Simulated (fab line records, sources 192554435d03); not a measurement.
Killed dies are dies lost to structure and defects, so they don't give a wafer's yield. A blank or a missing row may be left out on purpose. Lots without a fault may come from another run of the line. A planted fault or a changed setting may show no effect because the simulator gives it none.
fab line records | flow n5_finfet | part 1 of 2: steps 1 to 3 of 6
record lots=24 wafers=72 last_day=17
route steps=1938 shown BEOL_M5@1159 BEOL_M6@1211 BEOL_M7@1263
lots that met no fault: from a run of the same line without faults
start_h: hours from the record's first day to the start of the lot's first wafer shown | wait_h: hours since the lot's step before | " the same as in the row above | L1.1+2: a row that stands for several wafers | - no value, or no start given | * or withheld: withheld | < > ~ a bound
route shown NAME@n: a module of which the file shows steps, and the number in the route of the first | usual: mean/standard deviation of fault-free wafers | same: alike in all rows | chamber/n: place in a boat | sites: the reading at each site | _std_site: their standard deviation | _edge_site: outer sites' mean less inner sites' | radius_mm: how far each site lies from the wafer's centre | mask NAME#n: copy n | behind: the tool/chamber that last shaped the wafer | hold: why the lot was held/for how many hours/how that ended | device: the transistor (n, p or np) that didn't switch | end of line: the same wafers' tests at the end of the route | a step without rows: its recipe alone | killed: dies lost to structure and defects at the first sort, not the wafer's yield | map: a wafer's dies, x killed, . not, _ none there
set.NAME: the setting as run; set.NAME@STEP: as run at that earlier step | model.NAME: the simulator's own value behind a step, which no gauge read
steps of the route over a sample of lots; a table a step, a row a wafer
services: from which hour (start_h, from the record's first day; less than 0 if before it) a tool's chamber was out of use, for how many hours, and why
## steps
# step N5_BEOL_M5_STRIP_36
# recipe chemistry=N2/H2 power_w=450 temp_c=40 pressure_mtorr=20 rf_frequency_hz=6e+07 overash_fraction=0.3 bias_power_w=7 h2_frac=0.5 n2_flow_sccm=200 h2_flow_sccm=200
# usual drypump_motor_current_A=5.8/0.43 n2_flow_sccm=200.0/0.73 oes_product_au=0.81/0.064 rf_vpp_V=59.0/1.5 showerhead_plenum_p_Torr=2.55/0.091 throttle_valve_pct=23.55/0.25
# columns lot.wafer tool chamber start_h wait_h drypump_motor_current_A n2_flow_sccm oes_product_au rf_hours_counter_h rf_vpp_V showerhead_plenum_p_Torr throttle_valve_pct
L074.2 rie_diel-01 1 180.44 0.0 6.3 200.5 0.84 60 62.2 2.48 23.63
L074.3 " 3 " " 6.0 201.0 0.77 148 56.4 2.53 23.21
L074.5 " 1 " " 6.4 200.2 0.85 - 60.5 2.48 23.60
L076.1 rie_diel-05 1 183.08 0.0 6.1 200.0 0.78 110 58.2 2.45 23.62
L076.2 " 2 " " 5.3 200.2 0.79 110 58.6 2.58 23.91
L076.5 " 0 " " 5.9 200.4 0.96 - 57.8 2.60 23.80
L075.2 rie_diel-05 0 190.59 0.0 5.9 200.6 0.95 12 57.8 2.60 23.81
L075.3 " 1 " " 6.1 199.4 0.79 112 58.7 2.44 23.59
L075.4 " 3 " " 6.3 199.4 0.71 226 62.4 2.61 23.68
L077.1 rie_diel-01 3 195.60 0.0 6.0 200.6 0.78 154 59.6 2.53 23.23
L077.2 " 2 " " 5.1 199.9 0.79 108 57.8 2.45 23.72
L077.3 " 1 " " 6.3 200.7 0.85 65 58.8 2.47 23.62
L078.2 rie_diel-01 3 198.13 0.0 6.0 199.5 0.78 155 58.7 2.53 23.21
L078.3 " 2 " " 5.2 201.6 0.80 109 59.4 2.45 23.74
L078.6 " 3 " " 6.0 198.5 0.77 - 58.3 2.53 23.22
L079.1 rie_diel-01 2 209.17 0.0 5.1 199.2 0.79 114 59.2 2.44 23.74
L079.4 " 3 " " 6.0 200.2 0.77 - 58.8 2.53 23.23
L079.5 " 2 " " 5.2 199.2 0.79 - 57.5 2.45 23.78
L080.2 rie_diel-04 3 212.61 0.0 5.8 200.5 0.93 8 59.5 2.69 23.33
L080.3 " 1 " " 5.9 200.0 0.85 60 58.8 2.69 23.76
L080.6 " 1 " " 5.9 200.3 0.85 - 59.8 2.69 23.74
L081.1 rie_diel-04 0 223.80 0.0 5.1 200.6 0.75 170 55.9 2.51 23.30
L081.3 " 2 " " 5.6 200.0 0.90 26 60.4 2.69 23.06
L081.6 " 2 " " 5.6 199.5 0.90 - 57.3 2.69 23.05
L083.1 rie_diel-01 3 226.78 0.0 6.0 201.2 0.77 166 61.0 2.53 23.24
L083.2 " 1 " " 6.4 200.0 0.82 78 55.7 2.47 23.65
L083.6 " 1 " " 6.4 199.6 0.82 - 61.2 2.47 23.64
L082.2 rie_diel-04 3 233.02 0.0 5.7 201.2 0.91 14 61.7 2.69 23.35
L082.3 " 0 " " 5.1 199.9 0.75 172 56.4 2.51 23.33
L082.5 " 0 " " 5.1 199.3 0.74 - 58.4 2.51 23.30
L084.2 rie_diel-01 1 236.11 0.0 6.4 200.2 0.83 83 59.3 2.47 23.65
L084.3 " 3 " " 6.0 199.9 0.77 171 62.2 2.52 23.23
L084.6 " 1 " " 6.4 200.1 0.82 - 59.0 2.47 23.63
L085.1 rie_diel-01 2 254.00 0.0 5.2 199.2 0.78 131 59.9 2.44 23.75
L085.2 " 1 " " 6.3 200.7 0.81 89 62.2 2.46 23.67
L085.3 " 3 " " 6.0 200.8 0.75 177 58.0 2.52 23.25
L086.3 rie_diel-05 0 256.95 0.0 5.9 200.5 0.91 32 61.0 2.59 23.82
L086.5 " 2 " " 5.3 195.0 0.76 - 58.0 2.57 23.95
L086.6 " 1 " " 6.1 200.4 0.76 - 58.1 2.44 23.61
L088.1 rie_diel-01 3 257.33 0.0 6.0 200.3 0.76 178 58.0 2.52 23.24
L088.4 " 0 " " 6.1 200.2 0.72 206 59.2 2.62 23.67
L088.5 " 1 " " 6.3 199.8 0.81 - 56.2 2.46 23.63
L087.3 rie_diel-01 0 259.76 0.0 6.1 199.0 0.72 207 59.3 2.62 23.68
L087.4 " 3 " " 6.0 200.1 0.75 179 57.4 2.52 23.23
L087.5 " 3 " " 6.0 200.4 0.76 - 60.0 2.52 23.23
L091.2 rie_diel-01 1 263.78 0.0 6.3 199.4 0.80 93 59.6 2.46 23.63
L091.3 " 2 " " 5.1 199.0 0.78 134 59.3 2.44 23.79
L091.6 " 0 " " 6.1 200.1 0.71 - 60.5 2.62 23.67
L090.3 rie_diel-04 0 267.94 0.0 5.1 199.5 0.73 184 59.9 2.50 23.34
L090.4 " 1 " " 5.9 198.7 0.83 - 58.6 2.68 23.78
L090.5 " 3 " " 5.7 200.0 0.90 - 60.6 2.68 23.36
L089.1 rie_diel-04 0 270.60 0.0 5.1 200.1 0.75 185 59.6 2.50 23.34
L089.2 " 1 " " 5.9 198.9 0.82 79 59.5 2.68 23.78
L089.6 " 1 " " 5.9 199.6 0.82 - 60.8 2.68 23.75
L092.1 rie_diel-05 0 286.10 0.0 5.9 200.5 0.87 42 58.8 2.59 23.84
L092.2 " 1 " " 6.1 199.9 0.75 141 58.9 2.43 23.62
L092.5 " 0 " " 5.9 199.6 0.88 - 59.7 2.59 23.82
L093.1 rie_diel-04 1 292.20 0.0 5.8 200.3 0.81 85 60.1 2.68 23.78
L093.2 " 3 " " 5.7 199.4 0.86 34 61.9 2.68 23.38
L093.5 " 0 " " 5.1 200.3 0.74 - 59.0 2.50 23.33
L094.1 rie_diel-04 3 295.47 0.0 5.7 200.3 0.87 35 58.9 2.68 23.37
L094.2 " 1 " " 5.9 200.8 0.81 86 58.5 2.68 23.76
L094.4 " 2 " " 5.6 200.4 0.85 41 61.3 2.69 23.05
L095.1 rie_diel-04 0 298.00 0.0 5.1 200.0 0.74 193 58.7 2.50 23.36
L095.3 " 1 " " 5.9 199.8 0.80 87 61.6 2.67 23.77
L095.6 " 0 " " 5.1 200.7 0.74 - 58.6 2.50 23.36
L097.1 rie_diel-05 2 315.25 0.0 5.3 200.1 0.75 151 56.4 2.56 23.98
L097.4 " 1 " " 6.1 199.7 0.75 153 59.5 2.43 23.67
L097.6 " 3 " " 6.3 199.7 0.99 - 59.0 2.60 23.33
L096.2 rie_diel-05 1 315.64 0.0 6.1 198.9 0.75 153 59.5 2.43 23.66
L096.5 " 1 " " 6.1 199.3 0.74 - 58.2 2.43 23.65
L096.6 " 0 " " 5.9 199.7 0.87 - 58.7 2.58 23.89
# step N5_BEOL_M5_SPUTTER_48
# recipe material=Cu target_thk_a=150 temp_c=-20 chamber_pressure_pa=0.07 power_w=withheld time_s=27.62
# usual chamber_pressure_pa=0.06999/0.00012 chuck_gas_flow_sccm=1.28/0.047 throttle_valve_pct=30.0/0.69
# columns lot.wafer tool chamber start_h wait_h chamber_pressure_pa chuck_gas_flow_sccm throttle_valve_pct
L074.2 pvd_sputter-03 - 182.30 0.2 0.07018 1.25 30.5
L074.3 " - " " 0.0701 1.25 30.8
L074.5 " - " " 0.06991 1.33 28.6
L076.1 pvd_sputter-02 - 184.58 0.1 0.07004 1.28 29.9
L076.2 " - " " 0.06985 1.30 29.0
L076.5 " - " " 0.06979 1.34 30.1
L075.2 pvd_sputter-03 - 192.77 0.1 0.06985 1.25 30.9
L075.3 " - " " 0.07009 1.24 30.7
L075.4 " - " " 0.0698 1.27 28.7
L077.1 pvd_sputter-01 - 197.27 0.1 0.07003 1.35 29.9
L077.2 " - " " 0.0701 1.21 30.6
L077.3 " - " " 0.07003 1.32 30.5
L078.2 pvd_sputter-03 - 201.23 0.2 0.06984 1.21 29.8
L078.3 " - " " 0.0699 1.24 30.7
L078.6 " - " " 0.07018 1.33 30.7
L079.1 pvd_sputter-01 - 210.76 0.2 0.07004 1.29 30.0
L079.4 " - " " 0.0698 1.22 29.5
L079.5 " - " " 0.07013 1.37 30.4
L080.2 pvd_sputter-03 - 214.39 0.2 0.06989 1.22 28.5
L080.3 " - " " 0.07007 1.31 30.8
L080.6 " - " " 0.07009 1.27 30.8
L081.1 pvd_sputter-01 - 225.40 0.3 0.06998 1.25 30.8
L081.3 " - " " 0.06999 1.33 29.5
L081.6 " - " " 0.06991 1.31 29.5
L083.1 pvd_sputter-03 - 228.48 0.2 0.06997 1.29 30.7
L083.2 " - " " 0.07022 1.31 30.2
L083.6 " - " " 0.0701 1.25 30.0
L082.2 pvd_sputter-01 - 236.86 0.3 0.07 1.30 30.3
L082.3 " - " " 0.07005 1.26 30.6
L082.5 " - " " 0.07009 1.27 30.4
L084.2 pvd_sputter-02 - 238.00 0.1 0.06992 1.22 29.3
L084.3 " - " " 0.06991 1.28 31.1
L084.6 " - " " 0.0701 1.33 30.4
L085.1 pvd_sputter-03 - 255.60 0.2 0.0701 1.16 30.5
L085.2 " - " " 0.0698 1.28 28.8
L085.3 " - " " 0.07002 1.26 30.6
L086.3 pvd_sputter-01 - 259.14 0.1 0.07003 1.24 30.0
L086.5 " - " " 0.06996 1.35 30.3
L086.6 " - " " 0.06981 1.22 29.3
L088.1 pvd_sputter-02 - 259.58 0.1 0.07 1.33 31.4
L088.4 " - " " 0.07002 1.30 30.0
L088.5 " - " " 0.06986 1.22 30.1
L087.3 pvd_sputter-03 - 263.53 1.5 0.06991 1.22 30.0
L087.4 " - " " 0.07011 1.28 28.5
L087.5 " - " " 0.07022 1.33 30.7
L091.2 pvd_sputter-02 - 266.20 0.1 0.06972 1.34 30.8
L091.3 " - " " 0.07002 1.18 29.9
L091.6 " - " " 0.07007 1.31 30.4
L090.3 pvd_sputter-03 - 270.84 0.1 0.07025 1.25 30.3
L090.4 " - " " 0.06995 1.19 30.5
L090.5 " - " " 0.0698 1.23 28.9
L089.1 pvd_sputter-02 - 272.83 0.2 0.0697 1.16 30.4
L089.2 " - " " 0.06997 1.27 31.0
L089.6 " - " " 0.06985 1.18 29.1
L092.1 pvd_sputter-01 - 288.31 0.1 0.07004 1.32 29.3
L092.2 " - " " 0.0702 1.30 30.0
L092.5 " - " " 0.06986 1.35 29.4
L093.1 pvd_sputter-02 - 293.76 0.1 0.07015 1.26 29.3
L093.2 " - " " 0.06991 1.21 30.2
L093.5 " - " " 0.06985 1.31 29.1
L094.1 pvd_sputter-03 - 297.27 0.1 0.07008 1.26 30.4
L094.2 " - " " 0.07009 1.26 30.5
L094.4 " - " " 0.07016 1.34 28.8
L095.1 pvd_sputter-01 - 299.56 0.2 0.06996 1.27 30.8
L095.3 " - " " 0.07015 1.28 29.9
L095.6 " - " " 0.07011 1.36 29.8
L097.1 pvd_sputter-03 - 317.14 0.2 0.07011 1.36 30.6
L097.4 " - " " 0.07009 1.25 28.8
L097.6 " - " " 0.07015 1.30 28.9
L096.2 pvd_sputter-01 - 317.33 0.1 0.07002 1.27 29.4
L096.5 " - " " 0.06992 1.32 30.7
L096.6 " - " " 0.07005 1.29 29.3
# step N5_BEOL_M6_ETCH_61
# recipe chemistry=CF4 target=SiARC target_depth_a=455 mask_material=CAR-ArF time_s=75.8 ion_energy_ev=80 pressure_mtorr=40 source_w=545 bias_w=36 Ar_flow_sccm=100 cf4_flow_sccm=100 ends=cleared
# usual bias_w=36.00/0.11 drypump_motor_current_A=5.6/0.32 etch_rf_on_time_s=75.5/1.8 oes_product_au=0.66/0.081 rf_vpp_V=184.2/1.3 showerhead_plenum_p_Torr=2.15/0.077 throttle_valve_pct=15.67/0.24
# columns lot.wafer tool chamber start_h wait_h bias_w drypump_motor_current_A etch_rf_on_time_s oes_product_au rf_hours_counter_h rf_vpp_V showerhead_plenum_p_Torr throttle_valve_pct
L074.2 rie_diel-02 2 189.69 0.0 36.10 5.4 74.4 0.62 229 183.3 2.12 15.67
L074.3 " 1 " " 35.84 5.9 77.1 0.61 216 185.3 2.21 15.91
L074.5 " 2 " " 35.97 5.4 74.3 0.62 - 183.6 2.12 15.69
L076.1 rie_diel-02 1 193.14 0.0 36.04 5.9 76.4 0.61 218 184.8 2.21 15.91
L076.2 " 0 " " 36.15 5.6 79.3 0.58 221 183.2 2.13 15.70
L076.5 " 1 " " 36.09 5.9 76.1 0.61 - 184.6 2.21 15.92
L075.2 rie_diel-02 2 202.19 0.0 36.01 5.4 75.0 0.60 234 182.9 2.12 15.67
L075.3 " 0 " " 35.92 5.6 80.4 0.58 224 185.1 2.13 15.70
L075.4 " 3 " " 35.81 5.6 75.2 0.62 215 183.4 2.12 16.12
L077.1 rie_diel-02 0 205.51 0.0 36.00 5.6 80.6 0.57 225 182.2 2.13 15.71
L077.2 " 3 " " 35.83 5.6 75.5 0.62 217 183.8 2.12 16.12
L077.3 " 2 " " 35.98 5.4 75.1 0.62 235 184.0 2.12 15.68
L078.2 rie_diel-03 3 210.25 0.0 35.85 5.9 77.1 0.72 62 185.6 2.25 15.48
L078.3 " 2 " " 36.03 6.1 77.7 0.59 232 182.5 2.12 15.63
L078.6 " 0 " " 35.94 5.6 76.1 0.65 - 181.5 2.05 15.67
L079.1 rie_diel-06 0 219.26 0.0 36.21 5.8 74.1 0.63 192 186.3 2.21 15.74
L079.4 " 2 " " 35.76 6.2 73.9 0.82 8 185.7 2.29 15.43
L079.5 " 0 " " 36.21 5.8 74.7 0.62 - 185.7 2.21 15.75
L080.2 rie_diel-06 1 221.76 0.0 36.08 5.4 77.4 0.61 221 183.0 2.12 15.97
L080.3 " 0 " " 35.94 5.8 75.4 0.62 193 184.2 2.21 15.76
L080.6 " 2 " " 36.02 6.3 75.2 0.80 - 184.7 2.29 15.43
L081.1 rie_diel-03 2 233.77 0.0 36.05 6.1 76.7 0.59 242 183.4 2.12 15.64
L081.3 " 3 " " 36.05 5.9 75.7 0.72 69 183.6 2.25 15.50
L081.6 " 0 " " 35.96 5.6 74.4 0.65 - 183.4 2.05 15.69
L083.1 rie_diel-06 2 237.47 0.0 36.07 6.2 73.0 0.80 15 185.4 2.29 15.45
L083.2 " 1 " " 35.77 5.4 77.0 0.61 227 182.8 2.12 15.98
L083.6 " 1 " " 35.89 5.4 76.5 0.61 - 183.3 2.12 15.98
L082.2 rie_diel-06 1 245.93 0.0 35.93 5.5 77.4 0.60 230 184.1 2.12 15.97
L082.3 " 0 " " 36.11 5.8 73.2 0.62 200 184.6 2.21 15.76
L082.5 " 1 " " 35.89 5.4 76.9 0.61 - 182.8 2.12 15.98
L084.2 rie_diel-06 2 246.31 0.0 36.12 6.3 74.3 0.79 17 185.4 2.28 15.46
L084.3 " 0 " " 36.00 5.8 74.0 0.62 200 185.1 2.21 15.75
L084.6 " 3 " " 36.12 5.2 76.3 0.61 - 183.3 2.04 15.47
L085.1 rie_diel-06 0 265.16 0.0 36.10 5.8 74.0 0.62 207 184.5 2.20 15.79
L085.2 " 1 " " 35.90 5.4 77.6 0.60 236 184.1 2.11 15.99
L085.3 " 3 " " 35.88 5.2 75.3 0.61 197 182.9 2.04 15.46
L088.1 rie_diel-02 2 268.27 0.0 35.90 5.4 72.8 0.89 0 183.0 2.11 15.20
L088.4 " 0 " " 36.00 5.6 79.8 0.56 246 182.1 2.12 15.75
L088.5 " 3 " " 35.83 5.6 74.1 0.61 - 183.7 2.11 16.17
L086.3 rie_diel-03 1 271.51 0.0 36.03 5.3 73.3 0.59 225 184.3 2.20 15.72
L086.5 " 0 " " 35.97 5.6 74.7 0.64 - 182.3 2.05 15.72
L086.6 " 3 " " 36.04 5.9 76.9 0.69 - 186.5 2.25 15.51
L087.3 rie_diel-06 2 271.68 0.0 36.12 6.3 74.2 0.78 26 185.5 2.28 15.47
L087.4 " 3 " " 35.80 5.2 75.6 0.61 199 183.5 2.04 15.47
L087.5 " 3 " " 35.79 5.2 75.3 0.61 - 183.2 2.04 15.46
L091.2 rie_diel-02 2 275.37 0.0 35.76 5.4 72.9 0.87 3 183.3 2.11 15.23
L091.3 " 0 " " 35.95 5.6 79.8 0.56 249 185.7 2.12 15.75
L091.6 " 0 " " 35.94 5.6 79.1 0.57 - 182.3 2.12 15.76
L090.3 rie_diel-03 0 278.03 0.0 36.04 5.5 74.0 0.64 186 181.5 2.05 15.71
L090.4 " 1 " " 36.39 5.3 73.1 0.59 - 185.5 2.20 15.72
L090.5 " 3 " " 36.08 5.9 75.8 0.70 - 185.7 2.25 15.54
L089.1 rie_diel-03 3 279.55 0.0 35.91 5.9 77.2 0.69 86 184.1 2.25 15.54
L089.2 " 0 " " 36.07 5.5 75.2 0.64 187 183.6 2.05 15.73
L089.6 " 1 " " 35.94 5.3 73.4 0.59 - 184.7 2.20 15.75
L092.1 rie_diel-06 3 296.91 0.0 36.00 5.3 75.0 0.61 209 183.3 2.03 15.47
L092.2 " 0 " " 36.08 5.8 74.2 0.61 219 184.3 2.20 15.80
L092.5 " 3 " " 36.09 5.2 75.5 0.60 - 182.7 2.03 15.49
L093.1 rie_diel-02 3 302.94 0.0 36.01 5.6 74.2 0.60 256 183.5 2.10 16.21
L093.2 " 2 " " 35.93 5.4 73.1 0.83 15 182.3 2.11 15.24
L093.5 " 3 " " 35.91 5.6 74.0 0.60 - 183.5 2.10 16.20
L094.1 rie_diel-03 0 304.60 0.0 35.99 5.6 76.4 0.62 197 182.1 2.04 15.75
L094.2 " 2 " " 35.74 6.1 76.9 0.79 5 182.3 2.12 15.21
L094.4 " 1 " " 36.13 5.3 74.4 0.58 239 186.4 2.19 15.75
L095.1 rie_diel-06 3 307.08 0.0 36.14 5.2 77.0 0.60 214 182.8 2.03 15.49
L095.3 " 0 " " 36.02 5.8 75.8 0.60 225 183.8 2.20 15.81
L095.6 " 2 " " 35.97 6.3 76.4 0.75 - 185.1 2.28 15.49
L097.1 rie_diel-03 1 324.91 0.0 35.87 5.3 75.1 0.58 245 184.7 2.19 15.76
L097.4 " 0 " " 35.72 5.6 75.0 0.62 203 184.2 2.04 15.76
L097.6 " 2 " " 35.93 6.1 76.7 0.77 - 183.4 2.11 15.20
L096.2 rie_diel-02 2 325.02 0.0 35.93 5.4 72.7 0.81 26 185.3 2.10 15.24
L096.5 " 0 " " 36.17 5.6 75.8 0.81 - 182.8 2.12 15.31
L096.6 " 2 " " 35.98 5.4 72.8 0.81 - 184.5 2.10 15.27
